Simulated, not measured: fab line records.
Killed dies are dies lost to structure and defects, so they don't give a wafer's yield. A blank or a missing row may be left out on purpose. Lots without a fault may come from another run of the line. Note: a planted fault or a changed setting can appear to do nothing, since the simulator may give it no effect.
Struck lot and sound lot, side by side + flow nand harc + 16 out of 1302 route steps
Sound: the wafers L951.1, L951.2, L951.6. Wafers L940.1, L940.2, L940.4 were the ones struck. The cause is named last.
For every step that has rows: the tool of each side, followed by ch and its chambers, followed by its first start. Under that, the readings that differ: sound wafers + struck wafers + difference of the means + sigmas: that difference in standard deviations of wafers without a fault.
alike: same words and numbers on both sides, and readings whose means sit less than 2 such deviations apart. not compared: any withheld reading, any reading some wafer has no value for, any bound like >300 that may hide the same value, and any number with overlapping values for which the record gives no deviation.
A row with sigmas, a row that says differs or no value, or rows on one side alone: a step with any of these is where the two part. Numbers that don't overlap but have no deviation are shown without sigmas and don't part them. A reading that every wafer of one side lacks parts them only if that side has two wafers or more.

NHARC_A_CHANNEL_HOLE_D1_ETCH_44: etches the open film in CF4/O2, target depth 140 nm, overetch 14 nm, time 77 s.
  sound on rie diel-09 ch 0,1,3, day 17 13:41; struck on rie diel-09 ch 1,2,3, day 12 16:08
  alike: drypump motor current A, o2 flow sccm, oes product au, rf vpp V, showerhead plenum p Torr, throttle valve pct
  not compared: rf hours counter h
then, 3 steps without rows for these wafers: NHARC_A_CHANNEL_HOLE_D1_STRIP_27 (strips in O2); NHARC_A_CHANNEL_HOLE_D1_PRECLEAN_28 (cleans in SC1); NHARC_A_CHANNEL_HOLE_D1_SRD_29.
NHARC_A_CHANNEL_HOLE_D1_CD_MEAS_30:
  sound: cd sem-01 at day 17 14:28; struck: cd sem-03 at day 12 16:56
| reading    | sound          | struck         | difference | sigmas |
|------------|----------------|----------------|------------|--------|
| cd nm (nm) | 88.4 87.8 87.3 | 90.9 92.3 90.0 | +3.2       | +3     |
NHARC_A_CHANNEL_HOLE_D1_XSEM_31:
  sound on xsem-01 ch 0, day 17 14:33; struck on xsem-02 ch 0, day 12 17:01
| reading            | sound          | struck         | difference | sigmas |
|--------------------|----------------|----------------|------------|--------|
| bot cd nm (nm)     | 73.0 71.9 70.6 | 74.7 76.5 74.2 | +3.3       | +2     |
| tilt deg (degrees) | 0.15 0.15 0.14 | 0.05 0.05 0.05 | -0.10      | -2     |
  alike: bow nm
NHARC_A_CHANNEL_HOLE_D1_INSPECT_40:
  sound: defect inspect-02 at day 17 14:39; struck: defect inspect-02 at day 12 17:07
  alike: raw defect count
then, 2 steps without rows for these wafers: NHARC_A_CHANNEL_FILL_D1_PRECLEAN_00 (cleans in SC1); NHARC_A_CHANNEL_FILL_D1_SRD_01.
NHARC_A_CHANNEL_FILL_D1_ALD_02: deposits SiO2, target thk 6 nm, pulse time 10 s, ald cycles 60.
  sound on ald hk-02 ch 1,2, day 17 14:50; struck on ald hk-01 ch 0,2,3, day 12 17:23
  alike: ald cycles, heater power w, precursor pulse height rel
NHARC_A_CHANNEL_FILL_D1_ALD_03: deposits SiNx, target thk 6 nm, pulse time 60 s, ald cycles 58.
  sound on ald sin batch-03 ch 0; struck on ald sin batch-01 ch 0
  alike: ald cycles, precursor pulse height rel
NHARC_A_CHANNEL_FILL_D1_ALD_14: deposits SiO2, target thk 2.5 nm, pulse time 10 s, ald cycles 25.
  sound on ald hk-03 ch 0,1,3, day 17 21:54; struck on ald hk-03 ch 1,2,3, day 13 00:19
  alike: ald cycles, heater power w, precursor pulse height rel
NHARC_A_CHANNEL_FILL_D1_ALD_15: deposits SiNx, target thk 2 nm, pulse time 60 s, ald cycles 19.
  sound on ald sin batch-03 ch 0, day 18 00:59; struck on ald sin batch-03 ch 0, day 13 03:25
| reading    | sound    | struck   | difference | sigmas |
|------------|----------|----------|------------|--------|
| ald cycles | 19 19 19 | 24 24 24 | +5         |        |
  alike: precursor pulse height rel
NHARC_A_CHANNEL_FILL_D1_ALD_16: deposits SiO2, target thk 1.5 nm, pulse time 10 s, ald cycles 15.
  sound on ald hk-01 ch 2,3, day 18 03:05; struck on ald hk-03 ch 0,1,3, day 13 05:28
  alike: heater power w, precursor pulse height rel
then, 1 step without rows for these wafers: NHARC_A_CHANNEL_FILL_D1_ANNEAL_17 (time 1800 s).
-- break in the record here, with 15 days between the starts of the struck wafers on either side (left off in module A_CHANNEL_FILL_D1, picked up again in module END, where the first step shown is number 1302 on the route) --
NHARC_END_SORT_01:
  sound on prober-01 ch 0, day 33 19:29; struck on prober-01 ch 0, day 28 04:42
  alike: killed at array, killed at other, killed at periphery, killed dies, killed open, killed short

== WHERE THEY PART ==
Earliest at NHARC_A_CHANNEL_HOLE_D1_CD_MEAS_30; latest, in this record, at NHARC_A_CHANNEL_HOLE_D1_XSEM_31. Later steps at which nothing parts them and some readings are alike: NHARC_A_CHANNEL_HOLE_D1_INSPECT_40, NHARC_A_CHANNEL_FILL_D1_ALD_02, NHARC_A_CHANNEL_FILL_D1_ALD_03, NHARC_A_CHANNEL_FILL_D1_ALD_14, NHARC_A_CHANNEL_FILL_D1_ALD_15, NHARC_A_CHANNEL_FILL_D1_ALD_16, NHARC_END_SORT_01.

WHY: whatever the simulator had introduced
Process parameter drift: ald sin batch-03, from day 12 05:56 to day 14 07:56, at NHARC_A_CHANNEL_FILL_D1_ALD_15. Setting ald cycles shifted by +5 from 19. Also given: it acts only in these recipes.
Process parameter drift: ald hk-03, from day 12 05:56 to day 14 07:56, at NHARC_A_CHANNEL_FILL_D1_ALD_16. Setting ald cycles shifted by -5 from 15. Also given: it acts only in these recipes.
